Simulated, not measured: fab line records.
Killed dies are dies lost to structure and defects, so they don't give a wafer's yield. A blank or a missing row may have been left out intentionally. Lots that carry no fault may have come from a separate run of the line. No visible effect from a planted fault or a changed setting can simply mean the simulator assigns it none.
Which of the tools did it? -- flow nandHarc -- 13 lots with 39 wafers sampled at 5 steps, on a route of 1302 steps

WHAT EACH GAUGE READ, for each wafer
NHARC_END_SORT_01. Usual: killedAtArray 62, standard deviation 22; killedAtOther 1.0, standard deviation 1.4; killedAtPeriphery 4.2, standard deviation 2.8; killedDies 67, standard deviation 23; killedOpen 3.1, standard deviation 1.7; killedShort 2.1, standard deviation 1.5.
lot,measured,on,killedAtArray,killedAtOther,killedAtPeriphery,killedDies,killedOpen,killedShort,flag
L257,day 27 04:31,prober-02,80 71 94,4 3 1,5 6 2,89 80 97,7 4 2,1 0 2,
L264,day 30 11:14,prober-02,77 65 65,0 0 0,5 4 8,82 69 73,4 1 2,1 0 7,
L266,day 30 18:14,prober-01,78 79 82,1 0 2,0 3 1,79 82 85,0 3 4,3 2 2,

WHICH TOOL RAN EACH LOT (tool, then ch and the chambers of the sampled wafers, then the start)
lot,NHARC_A_WL_FILL_ALD_00,NHARC_A_WL_FILL_ALD_10,NHARC_A_WL_FILL_ETCHBACK_26,NHARC_A_WL_FILL_ALD_19
L251,"aldHk-02 ch 1,2, day 20 20:48","aldHk-02 ch 0,1, day 21 04:24","rieSi-03 ch 0,1, day 21 13:46","aldMetal-01 ch 0,1,2, day 21 14:03"
L254,"aldHk-02 ch 0,1,2, day 21 06:58","aldHk-01 ch 0,1,2, day 21 14:15","rieSi-02 ch 0,2,3, day 21 23:44","aldMetal-03 ch 0,1,2, day 21 23:59"
L255,"aldHk-02 ch 0,1,2, day 21 13:14","aldHk-02 ch 1,2,3, day 21 21:50","rieSi-02 ch 1,2,3, day 22 07:55","aldMetal-02 ch 0,2,3, day 22 08:11"
L258,"aldHk-04 ch 0,1, day 22 21:30","aldHk-04 ch 1,2,3, day 23 05:29","rieSi-03 ch 0,1, day 23 14:37","aldMetal-02 ch 0,1,3, day 23 14:54"
L257,"aldHk-02 ch 1,2,3, day 23 01:22","aldHk-01 ch 0,1,2, day 23 09:16","rieSi-03 ch 1,2,3, day 23 18:17","aldMetal-03 ch 0,2,3, day 23 18:32"
L256,"aldHk-01 ch 0,2,3, day 23 07:08","aldHk-02 ch 0,1, day 23 14:07","rieSi-03 ch 0,1,2, day 24 00:15","aldMetal-03 ch 0,1,3, day 24 00:32"
L260,"aldHk-04 ch 0,1, day 24 05:01","aldHk-02 ch 0,3, day 24 12:09","rieSi-03 ch 0,3, day 24 22:07","aldMetal-01 ch 0,1, day 24 22:23"
L261,"aldHk-02 ch 0,1,2, day 24 09:44","aldHk-02 ch 0,1,3, day 24 18:58","rieSi-04 ch 0,1,2, day 25 05:05","aldMetal-01 ch 0,1,3, day 25 05:22"
L263,"aldHk-04 ch 0,3, day 25 02:10","aldHk-02 ch 0,1,2, day 25 09:49","rieSi-04 ch 1,3, day 25 20:04","aldMetal-03 ch 1,2,3, day 25 20:21"
L264,"aldHk-02 ch 0,2,3, day 26 04:15","aldHk-02 ch 2,3, day 26 14:58","rieSi-03 ch 1,3, day 27 02:07","aldMetal-03 ch 1,2,3, day 27 02:23"
L266,"aldHk-04 ch 1,2,3, day 26 04:16","aldHk-01 ch 0,1,3, day 26 20:45","rieSi-04 ch 0,1, day 27 05:11","aldMetal-01 ch 0,1,3, day 27 05:31"
L267,"aldHk-02 ch 0,2,3, day 26 21:08","aldHk-01 ch 0,1, day 27 04:21","rieSi-04 ch 0,3, day 27 15:13","aldMetal-03 ch 2,3, day 27 15:29"
L274,"aldHk-04 ch 0,2,3, day 30 02:57","aldHk-01 ch 0,1,3, day 30 11:03","rieSi-04 ch 0,1,2, day 30 21:11","aldMetal-03 ch 1,2,3, day 30 21:27"
- NHARC_A_WL_FILL_ALD_00: deposits Al2O3, target thk 3 nm, pulse time 3 s, ald cycles 30.
- NHARC_A_WL_FILL_ALD_10: deposits SiO2, target thk 50 nm, pulse time 10 s, ald cycles 500.
- NHARC_A_WL_FILL_ETCHBACK_26: etches the open film in HBr, target depth 52 nm, time 13.3 s.
- NHARC_A_WL_FILL_ALD_19: deposits TiN, target thk 2 nm, pulse time 3 s, ald cycles 100.

AS READ BY THE TOOLS THEMSELVES (means over the sampled wafers that have a number; for cases with no such wafer, the mark the record gives instead)
NHARC_A_WL_FILL_ALD_00. Usual: heaterPowerW 475 W, standard deviation 35; precursorPulseHeightRel 1.001, standard deviation 0.021.
lot,tool,heaterPowerW (W),precursorPulseHeightRel,flag
L251,aldHk-02,479,0.996,
L254,aldHk-02,501,1.009,
L255,aldHk-02,496,1.015,
L258,aldHk-04,461,0.995,
L257,aldHk-02,480,0.993,
L256,aldHk-01,443,1.000,
L260,aldHk-04,457,0.992,
L261,aldHk-02,489,0.996,
L263,aldHk-04,479,1.023,
L264,aldHk-02,492,0.990,
L266,aldHk-04,462,0.984,
L267,aldHk-02,492,0.978,
L274,aldHk-04,484,1.001,

NHARC_A_WL_FILL_ALD_10. Usual: heaterPowerW 465 W, standard deviation 40; precursorPulseHeightRel 0.996, standard deviation 0.019.
lot,tool,heaterPowerW (W),precursorPulseHeightRel,flag
L251,aldHk-02,498,1.005,
L254,aldHk-01,418,0.999,
L255,aldHk-02,488,1.010,
L258,aldHk-04,466,0.990,
L257,aldHk-01,414,0.999,
L256,aldHk-02,502,0.988,
L260,aldHk-02,498,0.993,
L261,aldHk-02,508,0.988,
L263,aldHk-02,492,1.005,
L264,aldHk-02,470,1.027,
L266,aldHk-01,441,0.996,
L267,aldHk-01,416,1.008,
L274,aldHk-01,443,0.980,

NHARC_A_WL_FILL_ETCHBACK_26. Usual: drypumpMotorCurrentA 5.9 A, standard deviation 0.47; hbrFlowSccm 150.0 sccm, standard deviation 0.44; oesProductAu 1.000 a.u., standard deviation 0.01; throttleValvePct 23.266 %, standard deviation 0.0083.
lot,tool,drypumpMotorCurrentA (A),hbrFlowSccm (sccm),oesProductAu (a.u.),throttleValvePct (%),flag
L251,rieSi-03,6.2,150.1,1.009,23.264,
L254,rieSi-02,5.5,150.0,0.999,23.267,
L255,rieSi-02,5.7,150.3,1.008,23.271,
L258,rieSi-03,6.4,150.0,0.999,23.264,
L257,rieSi-03,5.9,150.4,1.002,23.271,
L256,rieSi-03,6.1,150.3,1.008,23.257,
L260,rieSi-03,6.0,150.3,0.995,23.263,
L261,rieSi-04,6.1,150.1,0.996,23.275,
L263,rieSi-04,5.5,150.3,0.988,23.263,
L264,rieSi-03,6.0,149.4,1.002,23.273,
L266,rieSi-04,5.7,149.8,0.823,23.263,OFF
L267,rieSi-04,6.1,149.8,0.825,23.260,OFF
L274,rieSi-04,6.1,150.1,0.998,23.260,

NHARC_A_WL_FILL_ALD_19. Usual: heaterPowerW 1022 W, standard deviation 110; precursorPulseHeightRel 0.997, standard deviation 0.021.
lot,tool,heaterPowerW (W),precursorPulseHeightRel,flag
L251,aldMetal-01,1101,1.019,
L254,aldMetal-03,1101,0.986,
L255,aldMetal-02,950,0.985,
L258,aldMetal-02,1007,1.007,
L257,aldMetal-03,1040,1.013,
L256,aldMetal-03,1023,0.992,
L260,aldMetal-01,1072,0.992,
L261,aldMetal-01,1064,0.998,
L263,aldMetal-03,946,0.996,
L264,aldMetal-03,938,0.980,
L266,aldMetal-01,1061,0.978,
L267,aldMetal-03,895,0.970,
L274,aldMetal-03,944,1.002,

THE ANSWER, worked out from the rows above alone
Rule: a lot counts as off when the mean over its wafers that have a number is more than 3 standard deviations away from the usual mean. Also off: a lot with no number at a reading for which 4 or more lots have one. All remaining lots with rows at the step are treated as sound. First the gauges in route order, then the tools' own readings, where a lot's mean is used as printed above. At the first step where some lot is off, the reading lying furthest off is the one used; lots without a number count as furthest.
Off: L266, L267, at NHARC_A_WL_FILL_ETCHBACK_26 (oesProductAu).
If a tool, at that step or one of the process steps before it, ran each lot that is off and ran no sound lot following the first of them, it fits. None of those tried fits.

WHAT WAS PUT IN BY THE SIMULATOR
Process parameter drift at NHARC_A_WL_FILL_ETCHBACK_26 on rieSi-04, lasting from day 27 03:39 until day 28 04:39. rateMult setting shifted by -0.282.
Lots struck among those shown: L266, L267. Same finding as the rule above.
